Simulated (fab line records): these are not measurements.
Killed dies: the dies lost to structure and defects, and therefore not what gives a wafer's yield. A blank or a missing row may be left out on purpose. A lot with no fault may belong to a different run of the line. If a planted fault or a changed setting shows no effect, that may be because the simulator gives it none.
A struck lot beside a sound one -- flow n5-finfet -- 18 steps out of a route of 1938
Sound: these wafers, L681.1, L681.2, L681.5. The struck wafers were L690.1, L690.5, L690.6. Last of all comes the cause.
Per side, at each step with rows, come the tool, then ch with its chambers, and then its first start. Under that, the readings that differ: sound wafers -- struck wafers -- difference of the means -- sigmas: that difference in standard deviations of wafers without a fault.
alike: readings with means less than 2 such deviations apart, plus words and numbers identical on both sides. not compared: withheld readings, readings lacking a value on some wafer, bounds such as >300 that could conceal the same value, and numbers that have no deviation in the record and whose values overlap.
The two part at a step that has a row with sigmas, a row that says differs or no value, or rows on one side only. When numbers do not overlap yet have no deviation, they are printed without sigmas and do not part them. A reading that every wafer of one side lacks parts them only if that side has two wafers or more.

N5_MOL_CONTACT_COAG_STRIP_96: strips in N2/H2.
  sound on rie-diel-03 ch 0,3, day 6 03:14; struck on rie-diel-03 ch 1,2, day 8 09:47
  alike: chamber-pressure-mTorr, drypump-motor-current-A, oes-product-au, rf-vpp-V, showerhead-plenum-p-Torr, throttle-valve-pct
  not compared: rf-hours-counter-h
N5_MOL_CONTACT_COAG_ETCH_47: etches SiNx in CH3F/O2, stops on W, target depth 27 nm.
  sound on rie-diel-03 ch 0,3, day 6 03:16; struck on rie-diel-03 ch 1,2, day 8 09:49
  alike: CH3F_flow_sccm, O2_flow_sccm, chamber-pressure-mTorr, drypump-motor-current-A, etch-rf-on-time-s, oes-product-au, rf-fwd-power-W, rf-vpp-V, showerhead-plenum-p-Torr, throttle-valve-pct
  not compared: rf-hours-counter-h
N5_MOL_CONTACT_COAG_STRIP_119: strips in N2/H2, time 30 s.
  sound on plasma-asher-01 ch 0,1, day 6 03:28; struck on plasma-asher-01 ch 0,1, day 8 09:54
  alike: drypump-motor-current-A, heater-power-w
  not compared: rf-hours-counter-h
then, 2 steps without rows for these wafers: N5_MOL_CONTACT_COAG_PRECLEAN_144 (cleans in alkaline clean, time 60 s); N5_MOL_CONTACT_COAG_SRD_145 (time 30 s).
N5_MOL_CONTACT_COAG_CD_MEAS_137: the cd target is 16 nm.
  sound: cd-sem-02 at day 6 03:36; struck: cd-sem-01 at day 8 10:03
  alike: cd-nm
then, 6 steps without rows for these wafers: N5_MOL_CONTACT_COAG_COAT_62 (time 60 s, resist thk 60 nm); N5_MOL_CONTACT_COAG_COAT_63 (time 60 s, resist thk 10 nm); N5_MOL_CONTACT_COAG_COAT_64 (time 60 s, resist thk 10 nm); N5_MOL_CONTACT_COAG_COAT_34 (resist thk 40 nm); N5_MOL_CONTACT_COAG_EBR_36; N5_MOL_CONTACT_COAG_SOFTBAKE_35 (time 60 s).
N5_MOL_CONTACT_COAG_EXPOSE_37: exposes mask VD, defocus 0 nm.
  sound on euv-scanner-02 ch 0, day 6 03:47; struck on euv-scanner-01 ch 0, day 8 10:13
reading,sound,struck,difference,sigmas
exposure-dose-mJ-cm2,61.92 61.89 61.96,65.28 65.23 65.16,+3.30,+13
  alike: mask, reticle-temp-C
then, 2 steps without rows for these wafers: N5_MOL_CONTACT_COAG_PEB_38 (peb time 60 s); N5_MOL_CONTACT_COAG_DEVELOP_39 (develop time 30 s).
N5_MOL_CONTACT_COAG_CD_MEAS_40: the cd target is 25.1 nm.
  sound on cd-sem-01 ch 0, day 6 03:55; struck on cd-sem-01 ch 0, day 8 10:22
reading,sound,struck,difference,sigmas
cd-nm (nm),25.23 25.26 25.03,25.67 25.94 25.76,+0.62,+3
N5_MOL_CONTACT_COAG_OVL_MEAS_41:
  sound on overlay-01 ch 0, day 6 03:57; struck on overlay-02 ch 0, day 8 10:23
  alike: VD_OVL
-- a jump in the record: the struck wafers' starts before and after are 9 days apart (it breaks off in module MOL_CONTACT_COAG and resumes in module PASSIVATION, where the first step shown is number 1936 of the route) --
N5_PASSIVATION_PROBE_49:
  sound: prober-02 at day 13 22:37; struck: prober-02 at day 17 04:50
reading,sound,struck,difference,sigmas
killed_at_M0_to_M3,52 54 60,39 17 20,-30,-3
killed-dies,111 122 147,79 68 69,-55,-3
killed-open,59 89 95,52 43 45,-34,-3
killed-short,51 31 49,25 25 23,-19,-2
  alike: killed_at_M4_up, killed-at-contacts, killed-at-front-end, killed-at-other

WHERE THEY PART
Earliest at N5_MOL_CONTACT_COAG_EXPOSE_37; latest, in this record, at N5_PASSIVATION_PROBE_49.

WHY: what the simulator had put in
Drift in process parameters on euv-scanner-01 at N5_MOL_CONTACT_COAG_EXPOSE_37, starting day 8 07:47. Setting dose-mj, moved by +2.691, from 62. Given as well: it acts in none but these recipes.
